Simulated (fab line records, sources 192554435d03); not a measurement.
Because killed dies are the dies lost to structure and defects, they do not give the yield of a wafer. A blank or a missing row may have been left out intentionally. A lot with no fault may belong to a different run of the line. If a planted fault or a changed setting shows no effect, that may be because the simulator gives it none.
Chamber matching | flow n5Finfet | N5_BEOL_M1_ETCHBACK_99 on rieDiel-04 has 4 sister chambers
The step etches SiO2 in CHF3, target depth 5 nm, time 10.4 s. 4 wafers are shown with their chamber, then 8 later ones without.

## WAFERS, EACH WITH ITS CHAMBER
wafer  | chamber | showerheadPlenumPTorr (Torr)
L239.5 | 2       | 2.08
L241.1 | 0       | 2.11
L241.2 | 1       | 2.22
L246.1 | 3       | 2.16

## WAFERS WITHOUT THEIR CHAMBER
wafer  | showerheadPlenumPTorr (Torr)
L246.2 | 2.11
L246.6 | 2.07
L252.1 | 2.21
L252.2 | 2.07
L252.3 | 2.16
L253.1 | 2.07
L253.2 | 2.21
L253.4 | 2.21

## CHAMBER TAKEN BY EACH
wafer  | from the rows above | in truth
L246.2 | 0                   | 0
L246.6 | 2                   | 2
L252.1 | 1                   | 1
L252.2 | 2                   | 2
L252.3 | 3                   | 3
L253.1 | 2                   | 2
L253.2 | 1                   | 1
L253.4 | 1                   | 1
Correct placement for 8 of the 8. Can't be placed from these rows: 0. Number placed wrongly: 0.
How it was worked out, from the rows above alone: a wafer's distance from a chamber is the root of the sum, over the readings, of the square of ((its reading less the chamber's mean) divided by the reading's scatter). The wafer belongs to the nearest chamber; if the next one is less than 2 further off, it can't be placed. Each chamber's mean is taken over the wafers shown for it. The scatter: root of mean squared gap, hidden wafer to nearest shown wafer, with one shown wafer a chamber.
